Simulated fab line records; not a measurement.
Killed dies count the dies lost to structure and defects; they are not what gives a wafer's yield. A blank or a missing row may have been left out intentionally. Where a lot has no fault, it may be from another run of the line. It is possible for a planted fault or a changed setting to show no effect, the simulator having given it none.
Which of the tools did it?    flow n5 finfet    24 lots, 72 wafers sampled, at 6 steps of a route of 1938

WHAT EACH GAUGE READ, for each wafer
N5_BEOL_M6_RS_MEAS_57: measurement is done with a four-point probe.
lot   measured      on             M6_RS (ohm/sq)
L075  day 9 23:22   film metro-02  0.287 0.273 0.268
L077  day 10 09:31  film metro-01  0.272 0.275 0.279
L074  day 10 12:13  film metro-01  0.286 0.292 0.306
L076  day 10 12:44  film metro-02  0.298 0.289 0.306
L079  day 11 10:23  film metro-01  0.302 0.293 0.280
L078  day 11 14:04  film metro-01  0.280 0.283 0.284
L081  day 11 19:20  film metro-01  0.274 0.273 0.270
L080  day 12 03:39  film metro-01  0.279 0.315 0.287
L083  day 12 15:32  film metro-02  0.286 0.284 0.269
L082  day 13 01:41  film metro-01  0.272 0.278 0.274
L084  day 13 01:38  film metro-01  0.284 0.285 0.310
L085  day 13 06:03  film metro-02  0.286 0.274 0.278
L086  day 13 08:32  film metro-01  0.276 0.284 0.263
L087  day 13 10:52  film metro-02  0.280 0.300 0.282
L088  day 14 05:23  film metro-02  0.279 0.302 0.267
L090  day 14 08:41  film metro-02  0.296 0.286 0.291
L089  day 14 09:00  film metro-02  0.283 0.292 0.277
L091  day 14 13:35  film metro-01  0.278 0.288 0.274
L092  day 14 19:50  film metro-01  0.280 0.281 0.274
L093  day 14 21:05  film metro-01  0.270 0.278 0.280
L097  day 15 04:58  film metro-01  0.282 0.270 0.276
L094  day 15 13:15  film metro-01  0.268 0.274 0.273
L095  day 15 20:29  film metro-01  0.283 0.278 0.293
L096  day 16 01:32  film metro-02  0.282 0.284 0.291

WHAT TOOL EACH LOT RAN ON (gives the tool, then ch and the chambers of the sampled wafers, and finally the start)
lot   N5_BEOL_M6_STRIP_19                 N5_BEOL_M6_DEGAS_44           N5_BEOL_M6_SURFACE_TREAT_79   N5_BEOL_M6_SPUTTER_48         N5_BEOL_M6_ANNEAL_51
L075  rie diel-03 ch 0,1,3, day 9 16:48   pvd sputter-02, day 9 20:52   pvd sputter-01, day 9 21:23   pvd sputter-01, day 9 21:35   rtp anneal-02 ch 0, day 9 22:38
L077  rie diel-02 ch 0,1,3, day 10 03:18  pvd sputter-02, day 10 07:35  pvd sputter-02, day 10 07:59  pvd sputter-02, day 10 08:13  rtp anneal-02 ch 0, day 10 08:47
L074  rie diel-02 ch 0,1,3, day 10 06:29  pvd sputter-02, day 10 08:17  pvd sputter-01, day 10 08:43  pvd sputter-02, day 10 10:39  rtp anneal-02 ch 0, day 10 11:35
L076  rie diel-03 ch 2,3, day 10 07:07    pvd sputter-03, day 10 10:40  pvd sputter-02, day 10 11:04  pvd sputter-02, day 10 11:19  rtp anneal-02 ch 0, day 10 12:05
L079  rie diel-02 ch 0,2, day 11 05:23    pvd sputter-02, day 11 08:26  pvd sputter-02, day 11 09:02  pvd sputter-02, day 11 09:13  rtp anneal-02 ch 0, day 11 09:29
L078  rie diel-03 ch 1,2,3, day 11 08:14  pvd sputter-02, day 11 12:01  pvd sputter-02, day 11 12:29  pvd sputter-01, day 11 12:50  rtp anneal-02 ch 0, day 11 13:23
L081  rie diel-02 ch 1,2,3, day 11 13:37  pvd sputter-02, day 11 15:52  pvd sputter-02, day 11 16:20  pvd sputter-02, day 11 18:16  rtp anneal-02 ch 0, day 11 18:37
L080  rie diel-05 ch 0,3, day 11 23:08    pvd sputter-02, day 12 02:06  pvd sputter-02, day 12 02:30  pvd sputter-02, day 12 02:42  rtp anneal-01 ch 0, day 12 02:55
L083  rie diel-03 ch 1,2,3, day 12 08:56  pvd sputter-01, day 12 11:51  pvd sputter-01, day 12 14:08  pvd sputter-01, day 12 14:22  rtp anneal-02 ch 0, day 12 14:51
L082  rie diel-02 ch 0,1,3, day 12 16:22  pvd sputter-02, day 12 23:16  pvd sputter-02, day 13 00:05  pvd sputter-02, day 13 00:34  rtp anneal-02 ch 0, day 13 00:56
L084  rie diel-03 ch 2,3, day 12 16:56    pvd sputter-02, day 12 23:20  pvd sputter-02, day 12 23:58  pvd sputter-01, day 13 00:31  rtp anneal-01 ch 0, day 13 00:55
L085  rie diel-02 ch 0,1,2, day 13 00:50  pvd sputter-03, day 13 04:31  pvd sputter-03, day 13 04:55  pvd sputter-03, day 13 05:07  rtp anneal-01 ch 0, day 13 05:22
L086  rie diel-05 ch 0,1,3, day 13 01:29  pvd sputter-02, day 13 06:58  pvd sputter-02, day 13 07:23  pvd sputter-03, day 13 07:34  rtp anneal-02 ch 0, day 13 07:49
L087  rie diel-05 ch 2,3, day 13 05:21    pvd sputter-02, day 13 07:44  pvd sputter-01, day 13 08:08  pvd sputter-03, day 13 09:53  rtp anneal-02 ch 0, day 13 10:06
L088  rie diel-02 ch 0,2,3, day 13 21:29  pvd sputter-01, day 14 01:49  pvd sputter-03, day 14 03:55  pvd sputter-03, day 14 04:07  rtp anneal-02 ch 0, day 14 04:40
L090  rie diel-02 ch 2,3, day 14 05:10    pvd sputter-01, day 14 06:55  pvd sputter-02, day 14 07:22  pvd sputter-02, day 14 07:43  rtp anneal-01 ch 0, day 14 08:00
L089  rie diel-05 ch 0,1, day 14 05:19    pvd sputter-03, day 14 07:23  pvd sputter-02, day 14 07:48  pvd sputter-02, day 14 08:04  rtp anneal-02 ch 0, day 14 08:16
L091  rie diel-02 ch 0,1,2, day 14 10:08  pvd sputter-01, day 14 11:49  pvd sputter-02, day 14 12:14  pvd sputter-02, day 14 12:25  rtp anneal-01 ch 0, day 14 12:58
L092  rie diel-02 ch 0,1,2, day 14 16:08  pvd sputter-02, day 14 18:03  pvd sputter-02, day 14 18:35  pvd sputter-02, day 14 18:49  rtp anneal-02 ch 0, day 14 19:06
L093  rie diel-03 ch 1,2, day 14 16:42    pvd sputter-02, day 14 19:03  pvd sputter-02, day 14 19:41  pvd sputter-02, day 14 19:57  rtp anneal-01 ch 0, day 14 20:13
L097  rie diel-05 ch 0,2, day 14 23:31    pvd sputter-03, day 15 03:04  pvd sputter-02, day 15 03:29  pvd sputter-01, day 15 03:47  rtp anneal-02 ch 0, day 15 04:17
L094  rie diel-05 ch 1,2,3, day 15 08:02  pvd sputter-01, day 15 11:28  pvd sputter-02, day 15 11:55  pvd sputter-01, day 15 12:11  rtp anneal-02 ch 0, day 15 12:38
L095  rie diel-03 ch 1,2,3, day 15 15:10  pvd sputter-01, day 15 17:28  pvd sputter-01, day 15 18:11  pvd sputter-03, day 15 19:32  rtp anneal-02 ch 0, day 15 19:44
L096  rie diel-02 ch 0,1,2, day 15 17:45  pvd sputter-01, day 15 23:29  pvd sputter-01, day 15 23:56  pvd sputter-03, day 16 00:23  rtp anneal-02 ch 0, day 16 00:50
- N5_BEOL_M6_STRIP_19: strips in O2.
- N5_BEOL_M6_DEGAS_44: time 60 s.
- N5_BEOL_M6_SURFACE_TREAT_79
- N5_BEOL_M6_SPUTTER_48: material Cu, target thk 10 nm, time 1.667 s.
- N5_BEOL_M6_ANNEAL_51: time 90 s.

AS READ BY THE TOOLS THEMSELVES (means over the sampled wafers that have a number; for cases with no such wafer, the mark the record gives instead)
N5_BEOL_M6_STRIP_19.
lot   tool         drypump motor current A (A)  oes product au (a.u.)  rf vpp V (V)  showerhead plenum p Torr (Torr)  throttle valve pct (%)
L075  rie diel-03  5.6                          0.77                   4.1           2.13                             16.88
L077  rie diel-02  5.7                          0.81                   3.8           2.13                             16.71
L074  rie diel-02  5.7                          0.81                   4.3           2.13                             16.71
L076  rie diel-03  5.7                          0.90                   3.4           2.13                             16.58
L079  rie diel-02  5.8                          0.81                   3.6           2.21                             16.69
L078  rie diel-03  5.5                          0.93                   3.2           2.14                             16.53
L081  rie diel-02  5.5                          0.76                   3.6           2.11                             16.73
L080  rie diel-05  5.6                          0.69                   3.4           2.16                             16.83
L083  rie diel-03  5.5                          0.89                   3.5           2.13                             16.56
L082  rie diel-02  5.7                          0.78                   3.7           2.12                             16.75
L084  rie diel-03  5.4                          0.85                   3.2           2.12                             16.49
L085  rie diel-02  5.7                          0.80                   3.9           2.18                             16.63
L086  rie diel-05  5.7                          0.72                   4.2           2.11                             16.79
L087  rie diel-05  6.2                          0.77                   3.9           2.09                             16.97
L088  rie diel-02  5.8                          0.75                   3.6           2.13                             16.84
L090  rie diel-02  5.6                          0.71                   3.9           2.05                             16.96
L089  rie diel-05  5.8                          0.76                   3.6           2.05                             16.63
L091  rie diel-02  5.7                          0.79                   3.4           2.18                             16.67
L092  rie diel-02  5.7                          0.80                   3.4           2.18                             16.67
L093  rie diel-03  5.4                          0.89                   3.4           2.13                             16.55
L097  rie diel-05  6.3                          0.76                   3.6           2.08                             16.88
L094  rie diel-05  6.0                          0.86                   3.3           2.07                             16.71
L095  rie diel-03  5.5                          0.85                   3.7           2.12                             16.60
L096  rie diel-02  5.7                          0.78                   3.3           2.17                             16.69

N5_BEOL_M6_DEGAS_44.
lot   tool            heater power w (W)
L075  pvd sputter-02  292
L077  pvd sputter-02  307
L074  pvd sputter-02  307
L076  pvd sputter-03  336
L079  pvd sputter-02  311
L078  pvd sputter-02  302
L081  pvd sputter-02  294
L080  pvd sputter-02  309
L083  pvd sputter-01  336
L082  pvd sputter-02  310
L084  pvd sputter-02  317
L085  pvd sputter-03  327
L086  pvd sputter-02  321
L087  pvd sputter-02  308
L088  pvd sputter-01  345
L090  pvd sputter-01  335
L089  pvd sputter-03  321
L091  pvd sputter-01  339
L092  pvd sputter-02  315
L093  pvd sputter-02  298
L097  pvd sputter-03  342
L094  pvd sputter-01  332
L095  pvd sputter-01  339
L096  pvd sputter-01  327

N5_BEOL_M6_SPUTTER_48.
lot   tool            bias v (V)  throttle valve pct (%)
L075  pvd sputter-01  60.4        30.2
L077  pvd sputter-02  60.7        29.7
L074  pvd sputter-02  60.4        30.7
L076  pvd sputter-02  60.4        30.0
L079  pvd sputter-02  59.9        30.0
L078  pvd sputter-01  60.0        30.4
L081  pvd sputter-02  60.2        30.3
L080  pvd sputter-02  60.0        30.4
L083  pvd sputter-01  60.6        30.2
L082  pvd sputter-02  60.4        30.3
L084  pvd sputter-01  59.5        30.0
L085  pvd sputter-03  59.7        29.9
L086  pvd sputter-03  60.0        29.4
L087  pvd sputter-03  59.4        29.6
L088  pvd sputter-03  59.7        29.3
L090  pvd sputter-02  60.4        29.6
L089  pvd sputter-02  60.2        29.9
L091  pvd sputter-02  60.1        29.9
L092  pvd sputter-02  59.8        29.6
L093  pvd sputter-02  60.5        29.7
L097  pvd sputter-01  60.1        30.0
L094  pvd sputter-01  59.4        30.1
L095  pvd sputter-03  59.4        30.0
L096  pvd sputter-03  59.7        29.6

N5_BEOL_M6_ANNEAL_51.
lot   tool           wafer_temp_C_max
L075  rtp anneal-02  226.20
L077  rtp anneal-02  225.96
L074  rtp anneal-02  226.08
L076  rtp anneal-02  226.24
L079  rtp anneal-02  226.09
L078  rtp anneal-02  226.15
L081  rtp anneal-02  226.40
L080  rtp anneal-01  225.79
L083  rtp anneal-02  226.04
L082  rtp anneal-02  226.13
L084  rtp anneal-01  225.91
L085  rtp anneal-01  225.94
L086  rtp anneal-02  226.30
L087  rtp anneal-02  226.04
L088  rtp anneal-02  226.35
L090  rtp anneal-01  225.92
L089  rtp anneal-02  226.58
L091  rtp anneal-01  226.15
L092  rtp anneal-02  226.40
L093  rtp anneal-01  226.09
L097  rtp anneal-02  226.08
L094  rtp anneal-02  226.24
L095  rtp anneal-02  226.35
L096  rtp anneal-02  226.32

THE ANSWER, worked out from the rows above alone
Rule: what is usual is taken from the lots themselves. The widest of any qualifying gaps counts: lots, ordered by their means at a reading, are off when they make up no more than a third of the lots, leave a main group of 4 or more, and stand apart from it by 3 or more times the standard deviation of that group's means. Not used: any main group whose means are identical at the precision the tables above print for the reading. Also off: a lot with no number at a reading for which 4 or more lots have one. Where the step has rows for the other lots, those lots are counted as sound. Order of review: gauges by route order, followed by the tools' own readings, for which a lot's mean as printed above is used. At the first step where some lot is off, the reading lying furthest off is the one used; lots without a number count as furthest.
No lot is off at any reading shown: from this, nothing can be told.

WHAT THE SIMULATOR HAD PUT IN
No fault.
